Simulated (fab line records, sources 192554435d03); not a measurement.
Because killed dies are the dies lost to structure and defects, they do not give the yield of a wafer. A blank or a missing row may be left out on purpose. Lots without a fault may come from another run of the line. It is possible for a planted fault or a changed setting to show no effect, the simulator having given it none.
Lot-split experiment    flow n5_finfet    7 lots, 39 wafers read, on a route of 1938 steps

## ABOUT THE SPLIT
At N5_MIM_TOP_LITHO_DEVELOP_07 (develop time 60 s), the setting develop_time_s was moved away from the recipe's 60 s on 12 of the 39 wafers read, by -50.6% to +32.1%. For the rest of the wafers, this setting stayed at what the recipe calls for.

## FROM THE SPLIT TO THE READING: what the file shows between them, 1 step
- N5_MIM_TOP_LITHO_HARDBAKE_09: time 120 s

## THE READING
cd_nm, in nm, at N5_MIM_TOP_LITHO_CD_MEAS_08 (target cd 2000 nm). On this fab line, fault-free wafers typically give 2002.1 nm with a standard deviation of 2.4 nm.

wafer   tool, chamber at the split  develop_time_s as run, s  against the recipe  cd_nm, nm  against lot-mates on the recipe
L077.1  litho_track-02, 0           60                        recipe              2000.7     -
L077.2  litho_track-02, 0           60                        recipe              1998.3     -
L077.3  litho_track-02, 0           60                        recipe              2000.8     -
L077.4  litho_track-02, 0           60                        recipe              1998.0     -
L077.5  litho_track-02, 0           60                        recipe              2001.5     -
L077.6  litho_track-02, 0           60                        recipe              1998.1     -
L081.1  litho_track-02, 0           29.76                     -50.4%              2013.9     +12.9
L081.2  litho_track-02, 0           29.76                     -50.4%              2014.9     +13.9
L081.3  litho_track-02, 0           60                        recipe              1999.8     -
L081.4  litho_track-02, 0           60                        recipe              2002.9     -
L081.5  litho_track-02, 0           60                        recipe              2000.2     -
L081.6  litho_track-02, 0           29.76                     -50.4%              2011.7     +10.7
L080.1  litho_track-02, 0           60                        recipe              2003.4     -
L080.2  litho_track-02, 0           60                        recipe              2001.2     -
L080.3  litho_track-02, 0           32.59                     -45.7%              2010.8     +8.4
L080.4  litho_track-02, 0           32.59                     -45.7%              2013.5     +11.1
L080.5  litho_track-02, 0           60                        recipe              2002.5     -
L080.6  litho_track-02, 0           32.59                     -45.7%              2012.5     +10.1
L088.1  litho_track-05, 0           60                        recipe              2003.4     -
L088.2  litho_track-05, 0           60                        recipe              2003.5     -
L088.3  litho_track-05, 0           29.61                     -50.6%              2015.5     +12.1
L088.4  litho_track-05, 0           29.61                     -50.6%              2018.0     +14.6
L088.5  litho_track-05, 0           29.61                     -50.6%              2014.5     +11.1
L088.6  litho_track-05, 0           60                        recipe              2003.4     -
L094.1  litho_track-05, 0           60                        recipe              2002.0     -
L094.3  litho_track-05, 0           60                        recipe              2001.8     -
L094.6  litho_track-05, 0           60                        recipe              2001.9     -
L093.1  litho_track-05, 0           60                        recipe              2005.6     -
L093.2  litho_track-05, 0           60                        recipe              2001.4     -
L093.3  litho_track-05, 0           60                        recipe              2002.3     -
L093.4  litho_track-05, 0           60                        recipe              2003.6     -
L093.5  litho_track-05, 0           60                        recipe              2002.5     -
L093.6  litho_track-05, 0           60                        recipe              2003.0     -
L096.1  litho_track-02, 0           79.26                     +32.1%              1994.2     -4.6
L096.2  litho_track-02, 0           60                        recipe              1997.6     -
L096.3  litho_track-02, 0           79.26                     +32.1%              1994.8     -4.0
L096.4  litho_track-02, 0           79.26                     +32.1%              1996.8     -2.0
L096.5  litho_track-02, 0           60                        recipe              1999.7     -
L096.6  litho_track-02, 0           60                        recipe              1999.0     -

FIT RESULTS
A straight line over all 39 wafers: cd_nm changes by -0.245 nm for each +1% of develop_time_s; r = -0.95; the points scatter about the line by 2 nm.
The same after taking each lot's own level away (the mean of its wafers on the recipe; 39 wafers): -0.216 nm for each +1%; r = -0.96; scatter 1.6 nm.
According to that fit, moving develop_time_s by its largest amount changes the reading by 11 nm.
The span of the lots' own levels, 1998.77 to 2003.43 nm, comes to 1.9 times the standard deviation stated above.
Hence the slope depends on the lot-to-lot level, as the two fits are not the same.
Check: +11.4 nm against its lot-mates is what the line predicts for one of the wafers moved furthest among these (-50.6%) when that wafer is left out of the fit. It came out at +12.1 nm against them.

## OTHER SPLITS ON THESE WAFERS
Before the reading, these wafers also passed through other splits. Each is held against what the fit with the lots' levels taken away leaves over:
other split on the same wafers       wafers away from the commonest value  r with cd_nm (lot level and that fit taken away)
N5_BEOL_M13_SPUTTER_43 target_thk_a  9                                     -0.03

## THE WHOLE CHAIN: every reading that the file lists as answering this split, in the file's order
step                         what it does              reading                                                               change (the file's fit)                r (the file's)
N5_MIM_TOP_LITHO_CD_MEAS_08  target cd 2000 nm         cd_nm                                                                 -0.223 nm for each +1% of the setting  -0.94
N5_MIM_TOP_LITHO_DESCUM_10   chemistry O2, time 7.9 s  MIM_TOP_LITHO.cd_nm (the simulator's own value, which no gauge read)  -0.217 nm for each +1% of the setting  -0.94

## FILE'S OWN FIT
cd_nm changes by -0.223 nm for each +1% of develop_time_s, r = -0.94.
